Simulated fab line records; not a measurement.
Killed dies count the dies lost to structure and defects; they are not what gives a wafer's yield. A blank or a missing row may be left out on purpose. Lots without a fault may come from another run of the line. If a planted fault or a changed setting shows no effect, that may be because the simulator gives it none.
Chamber matching + flow nand_harc + NHARC_A_CHANNEL_HOLE_D1_ETCH_44 on rie_diel-02: 4 sister chambers
The step etches the open film in CF4/O2, target depth 140 nm, overetch 14 nm, time 77 s. 27 wafers are shown with their chamber, then 12 later ones without.

== WAFERS WITH THEIR CHAMBER ==
| wafer  | chamber | oes_product_au (a.u.) | rf_vpp_V (V) | oes_f_703_au (a.u.) |
|--------|---------|-----------------------|--------------|---------------------|
| L074.2 | 0       | 1.017                 | 195.6        | 1.000               |
| L074.3 | 2       | 1.009                 | 195.3        | 1.002               |
| L074.6 | 0       | 1.022                 | 196.0        | 0.998               |
| L075.2 | 3       | 0.986                 | 197.2        | 0.996               |
| L075.5 | 3       | 0.981                 | 197.8        | 1.007               |
| L075.6 | 2       | 1.008                 | 197.4        | 1.001               |
| L079.2 | 3       | 0.983                 | 197.0        | 0.999               |
| L079.3 | 0       | 1.007                 | 197.6        | 1.000               |
| L079.6 | 2       | 0.982                 | 197.3        | 1.001               |
| L081.1 | 0       | 1.014                 | 197.5        | 1.004               |
| L081.2 | 3       | 0.986                 | 199.1        | 1.000               |
| L081.6 | 1       | 1.021                 | 200.1        | 1.004               |
| L082.1 | 2       | 0.979                 | 196.0        | 1.003               |
| L082.4 | 0       | 1.008                 | 196.9        | 1.000               |
| L082.6 | 0       | 1.006                 | 196.5        | 0.996               |
| L083.1 | 3       | 1.000                 | 198.5        | 1.006               |
| L083.4 | 1       | 1.021                 | 198.4        | 0.998               |
| L083.6 | 2       | 0.982                 | 197.5        | 1.003               |
| L084.1 | 2       | 0.976                 | 195.8        | 1.001               |
| L084.2 | 1       | 1.026                 | 199.9        | 1.000               |
| L084.6 | 2       | 0.980                 | 196.8        | 0.994               |
| L086.2 | 2       | 0.986                 | 195.3        | 0.998               |
| L086.3 | 0       | 1.020                 | 195.5        | 0.995               |
| L086.5 | 3       | 0.992                 | 197.9        | 1.001               |
| L088.1 | 2       | 0.993                 | 195.7        | 0.998               |
| L088.3 | 0       | 1.018                 | 195.8        | 0.997               |
| L088.4 | 1       | 1.031                 | 198.8        | 1.000               |

SIGNATURES (averages over the wafers above)
| reading        | chamber 0 | chamber 1 | chamber 2 | chamber 3 | scatter within a chamber |
|----------------|-----------|-----------|-----------|-----------|--------------------------|
| oes_product_au | 1.01400   | 1.02475   | 0.98833   | 0.98800   | 0.00888                  |
| rf_vpp_V       | 196.425   | 199.300   | 196.344   | 197.917   | 0.85                     |
| oes_f_703_au   | 0.99875   | 1.00050   | 1.00011   | 1.00150   | 0.0032                   |
Rule: for each reading, subtract the chamber's mean from the wafer's reading, divide by that reading's scatter and square the result; add these up over the readings and take the root, which gives the wafer's distance from the chamber. If the next closest chamber is less than 2 further off than the closest, the wafer can't be placed; otherwise it belongs to the closest. The scatter: the root of (the sum of the squares of (reading less its chamber's mean) over the shown wafers, divided by (wafers less chambers)).

== WAFERS WITHOUT THEIR CHAMBER ==
| wafer  | oes_product_au (a.u.) | rf_vpp_V (V) | oes_f_703_au (a.u.) |
|--------|-----------------------|--------------|---------------------|
| L089.4 | 1.032                 | 199.4        | 0.998               |
| L089.5 | 1.028                 | 195.4        | 0.998               |
| L089.6 | 1.014                 | 197.5        | 0.999               |
| L090.1 | 1.037                 | 198.8        | 1.005               |
| L090.3 | 0.988                 | 197.5        | 1.005               |
| L090.6 | 1.026                 | 195.3        | 1.001               |
| L091.1 | 0.982                 | 195.5        | 1.000               |
| L091.4 | 1.015                 | 198.1        | 0.999               |
| L091.5 | 0.972                 | 196.0        | 1.002               |
| L093.2 | 1.001                 | 197.9        | 0.993               |
| L093.4 | 0.978                 | 196.7        | 1.002               |
| L093.5 | 0.997                 | 197.9        | 0.997               |

== THE CHAMBER EACH PASSED THROUGH ==
| wafer  | from the rows above               | in truth |
|--------|-----------------------------------|----------|
| L089.4 | 1                                 | 1        |
| L089.5 | 0                                 | 0        |
| L089.6 | can't be placed: 0 or 1 or 3 or 2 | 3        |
| L090.1 | 1                                 | 1        |
| L090.3 | can't be placed: 3 or 2           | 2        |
| L090.6 | 0                                 | 0        |
| L091.1 | can't be placed: 2 or 3           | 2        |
| L091.4 | can't be placed: 1 or 0 or 3 or 2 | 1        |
| L091.5 | can't be placed: 2 or 3           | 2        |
| L093.2 | can't be placed: 0 or 3 or 2 or 1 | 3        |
| L093.4 | can't be placed: 2 or 3           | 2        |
| L093.5 | can't be placed: 3 or 2 or 0 or 1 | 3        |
Correctly placed: 4 of 12. These rows do not allow placing 8 (true chamber among the candidates in 8). Number placed wrongly: 0.
